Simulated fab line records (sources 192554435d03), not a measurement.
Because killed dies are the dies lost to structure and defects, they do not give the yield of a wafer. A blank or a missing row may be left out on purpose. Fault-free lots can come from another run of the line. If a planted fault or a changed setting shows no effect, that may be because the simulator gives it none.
Which tool did it? || flow n5Finfet || 10 lots, 30 wafers sampled, at 1 step of a route of 1938

WHAT THE GAUGES READ, wafer by wafer
N5_BEOL_M12_THK_MEAS_01.
{"lot": "L559", "measured": "day 11 13:25", "on": "filmMetro-02", "M12_ILD_THK (nm)": "660 675 661"}
{"lot": "L560", "measured": "day 11 22:56", "on": "filmMetro-02", "M12_ILD_THK (nm)": "647 664 669"}
{"lot": "L564", "measured": "day 12 11:50", "on": "filmMetro-02", "M12_ILD_THK (nm)": "658 658 668"}
{"lot": "L566", "measured": "day 13 08:15", "on": "filmMetro-02", "M12_ILD_THK (nm)": "660 680 664"}
{"lot": "L567", "measured": "day 13 17:11", "on": "filmMetro-01", "M12_ILD_THK (nm)": "646 654 662"}
{"lot": "L568", "measured": "day 13 17:26", "on": "filmMetro-02", "M12_ILD_THK (nm)": "642 649 665"}
{"lot": "L569", "measured": "day 14 10:52", "on": "filmMetro-02", "M12_ILD_THK (nm)": "661 667 659"}
{"lot": "L575", "measured": "day 15 03:10", "on": "filmMetro-01", "M12_ILD_THK (nm)": "653 662 672"}
{"lot": "L576", "measured": "day 15 20:07", "on": "filmMetro-01", "M12_ILD_THK (nm)": "649 665 664"}
{"lot": "L578", "measured": "day 16 04:14", "on": "filmMetro-02", "M12_ILD_THK (nm)": "677 678 662"}

WHICH TOOL RAN EACH LOT (tool, then ch and the chambers of the sampled wafers, then the start)
Record: no process step prior to these readings.

THE ANSWER, worked out from the rows above alone
Rule: usual is defined by the lots themselves. The widest of any qualifying gaps counts: lots, ordered by their means at a reading, are off when they make up no more than a third of the lots, leave a main group of 4 or more, and stand apart from it by 3 or more times the standard deviation of that group's means. Not used: any main group whose means are identical at the precision the tables above print for the reading. A lot without any number at a reading at which 4 lots or more have one is off too. All remaining lots with rows at the step are treated as sound.
No lot is off on any of the readings shown, so nothing can be concluded from this.

WHAT HAD BEEN PUT IN BY THE SIMULATOR
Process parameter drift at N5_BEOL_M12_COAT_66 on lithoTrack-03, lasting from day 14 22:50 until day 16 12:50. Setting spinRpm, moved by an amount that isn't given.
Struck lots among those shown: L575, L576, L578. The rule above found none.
